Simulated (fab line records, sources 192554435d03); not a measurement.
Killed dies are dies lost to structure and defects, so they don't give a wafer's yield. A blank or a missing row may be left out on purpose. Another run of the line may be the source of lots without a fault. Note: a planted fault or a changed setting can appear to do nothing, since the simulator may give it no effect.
Which tool is to blame? ; flow n5 finfet ; 72 wafers from 24 lots sampled at 4 of the route's 1938 steps

== WHAT THE GAUGES SHOWED, per wafer ==
N5_BEOL_M7_CD_MEAS_28: target cd 40 nm.
lot;measured;on;cd nm (nm)
L074;day 9 15:43;cd sem-01;40.19 39.58 39.83
L076;day 10 01:26;cd sem-02;39.98 40.34 40.14
L075;day 10 01:37;cd sem-02;39.42 39.66 39.77
L079;day 10 20:55;cd sem-02;39.90 40.08 39.81
L077;day 10 22:20;cd sem-01;40.18 39.74 40.19
L078;day 11 08:09;cd sem-03;39.66 40.27 40.23
L080;day 11 15:41;cd sem-01;39.39 40.03 40.20
L082;day 12 01:29;cd sem-03;40.12 40.00 39.93
L081;day 12 03:57;cd sem-03;39.87 39.89 39.99
L084;day 12 07:16;cd sem-03;40.11 39.92 40.15
L086;day 12 12:16;cd sem-01;40.14 40.32 40.03
L085;day 13 11:38;cd sem-01;39.95 39.98 40.02
L083;day 13 11:52;cd sem-01;39.96 40.13 40.03
L088;day 13 13:43;cd sem-03;40.08 39.92 39.85
L087;day 13 13:57;cd sem-01;40.24 39.97 40.19
L090;day 13 19:03;cd sem-02;39.78 39.94 39.91
L089;day 13 19:06;cd sem-01;40.05 40.01 39.64
L091;day 14 16:23;cd sem-03;40.11 40.34 39.88
L093;day 14 16:33;cd sem-02;40.27 40.29 40.05
L092;day 14 16:43;cd sem-02;40.07 40.14 39.77
L094;day 14 21:59;cd sem-03;40.10 40.06 39.79
L095;day 15 02:01;cd sem-03;40.07 40.08 39.89
L096;day 16 01:59;cd sem-01;39.78 39.87 39.94
L097;day 16 05:22;cd sem-03;40.31 40.09 39.98

N5_BEOL_M8_OVL_MEAS_12.
lot;measured;on;M8_OVL (nm)
L074;day 9 22:14;overlay-02;0.7 -0.2 1.2
L076;day 10 07:35;overlay-01;-2.7 -0.9 -1.7
L075;day 10 07:33;overlay-02;1.4 0.4 0.3
L079;day 11 02:35;overlay-01;0.9 0.7 0.8
L077;day 11 03:20;overlay-01;0.2 -0.1 0.6
L078;day 11 14:08;overlay-01;-1.2 -1.1 -0.6
L080;day 11 22:33;overlay-02;0.3 0.7 0.1
L082;day 12 07:28;overlay-01;0.5 1.5 0.1
L081;day 12 10:47;overlay-01;-0.2 -0.9 -0.7
L084;day 12 13:42;overlay-02;0.2 -0.1 0.4
L086;day 12 23:11;overlay-02;0.0 -0.8 -0.2
L085;day 13 16:55;overlay-02;0.1 0.0 0.7
L083;day 13 17:17;overlay-02;-0.6 -0.1 0.0
L088;day 13 20:12;overlay-02;0.5 0.9 0.3
L087;day 13 20:22;overlay-02;0.4 -0.6 -0.2
L090;day 14 02:07;overlay-01;0.9 0.7 0.5
L089;day 14 02:25;overlay-01;1.0 1.4 1.3
L091;day 14 23:37;overlay-01;0.3 0.8 0.7
L093;day 14 23:58;overlay-01;0.2 1.5 -0.8
L092;day 14 23:47;overlay-02;0.5 -0.6 -0.5
L094;day 15 03:47;overlay-01;0.6 -0.5 0.2
L095;day 15 07:55;overlay-01;0.3 1.4 0.5
L096;day 16 08:23;overlay-02;0.0 0.8 -0.3
L097;day 16 13:49;overlay-02;0.1 0.0 -0.9

N5_BEOL_M8_INSPECT_30: inspects for defects (brightfield).
lot;measured;on;raw defect count
L074;day 9 23:21;defect inspect-02;448 519 455
L076;day 10 10:01;defect inspect-02;325 384 487
L075;day 10 09:59;defect inspect-01;489 347 350
L079;day 11 04:40;defect inspect-01;526 445 407
L077;day 11 04:50;defect inspect-02;456 419 458
L078;day 11 17:37;defect inspect-02;585 638 741
L080;day 12 01:42;defect inspect-02;317 552 426
L082;day 12 09:44;defect inspect-02;360 370 404
L081;day 12 12:21;defect inspect-02;617 725 452
L084;day 12 16:20;defect inspect-01;290 426 385
L086;day 13 04:24;defect inspect-02;440 357 504
L085;day 13 19:01;defect inspect-01;520 429 569
L083;day 13 19:16;defect inspect-01;446 297 494
L088;day 13 21:07;defect inspect-01;393 500 651
L087;day 13 21:27;defect inspect-02;489 404 491
L090;day 14 05:59;defect inspect-02;504 540 417
L089;day 14 05:23;defect inspect-01;338 552 506
L091;day 15 03:06;defect inspect-01;296 282 308
L093;day 15 03:11;defect inspect-01;484 420 415
L092;day 15 03:08;defect inspect-01;416 335 275
L094;day 15 06:57;defect inspect-02;348 387 472
L095;day 15 13:55;defect inspect-01;282 354 353
L096;day 16 12:26;defect inspect-01;343 322 323
L097;day 16 16:22;defect inspect-01;358 336 425

== WHAT TOOL EACH LOT RAN ON (gives the tool, then ch and the chambers of the sampled wafers, and finally the start) ==
lot;N5_BEOL_M7_ANNEAL_51
L074;rtp anneal-02 ch 0, day 9 18:19
L076;rtp anneal-02 ch 0, day 10 05:03
L075;rtp anneal-01 ch 0, day 10 05:19
L079;rtp anneal-02 ch 0, day 10 23:40
L077;rtp anneal-02 ch 0, day 11 00:46
L078;rtp anneal-02 ch 0, day 11 11:20
L080;rtp anneal-01 ch 0, day 11 19:05
L082;rtp anneal-01 ch 0, day 12 04:32
L081;rtp anneal-02 ch 0, day 12 07:17
L084;rtp anneal-02 ch 0, day 12 10:56
L086;rtp anneal-01 ch 0, day 12 17:26
L085;rtp anneal-02 ch 0, day 13 14:16
L083;rtp anneal-02 ch 0, day 13 14:39
L088;rtp anneal-01 ch 0, day 13 17:09
L087;rtp anneal-02 ch 0, day 13 17:17
L090;rtp anneal-01 ch 0, day 13 21:49
L089;rtp anneal-01 ch 0, day 13 22:05
L091;rtp anneal-02 ch 0, day 14 20:22
L093;rtp anneal-02 ch 0, day 14 20:55
L092;rtp anneal-01 ch 0, day 14 20:55
L094;rtp anneal-01 ch 0, day 15 00:19
L095;rtp anneal-02 ch 0, day 15 04:28
L096;rtp anneal-01 ch 0, day 16 04:53
L097;rtp anneal-02 ch 0, day 16 09:07
- N5_BEOL_M7_ANNEAL_51: time 90 s.

== WHAT THE TOOLS THEMSELVES READ (means of the sampled wafers that have a number; where no wafer has one, the mark that the record gives instead) ==
N5_BEOL_M7_ANNEAL_51.
lot;tool;anneal temp c max;wafer_temp_C_max
L074;rtp anneal-02;226.1;226.8
L076;rtp anneal-02;226.4;226.3
L075;rtp anneal-01;226.3;226.1
L079;rtp anneal-02;226.9;226.2
L077;rtp anneal-02;226.6;226.7
L078;rtp anneal-02;226.8;226.7
L080;rtp anneal-01;226.0;226.0
L082;rtp anneal-01;226.2;226.0
L081;rtp anneal-02;226.4;226.8
L084;rtp anneal-02;226.5;226.6
L086;rtp anneal-01;226.4;226.3
L085;rtp anneal-02;226.6;227.0
L083;rtp anneal-02;226.6;226.3
L088;rtp anneal-01;226.3;226.4
L087;rtp anneal-02;226.5;226.7
L090;rtp anneal-01;225.8;226.0
L089;rtp anneal-01;226.2;226.0
L091;rtp anneal-02;226.5;226.2
L093;rtp anneal-02;226.4;226.3
L092;rtp anneal-01;225.8;226.2
L094;rtp anneal-01;226.4;226.3
L095;rtp anneal-02;226.3;226.5
L096;rtp anneal-01;226.3;226.1
L097;rtp anneal-02;226.5;226.4

== THE ANSWER, worked out from the rows above alone ==
Rule: the usual values come from the lots themselves. Put in order of their means at a reading, lots are off if they are a third of the lots or fewer, leave a main group of 4 or more, and stand apart from it by a gap of 3 or more times the standard deviation of the main group's means; of several such gaps the widest counts. A main group is skipped when, at the precision printed for the reading in the tables above, its means are all equal. Also off: a lot with no number at a reading for which 4 or more lots have one. Any other lot the step has rows for is counted as sound. The gauges are gone through in route order, then the tools' own readings, and for those a lot's mean is taken as printed above. The first step at which some lot is off is used, and at that step the reading that is off furthest; a lot without a number counts as furthest.
No lot is off at any reading shown: from this, nothing can be told.

== WHAT THE SIMULATOR PUT IN ==
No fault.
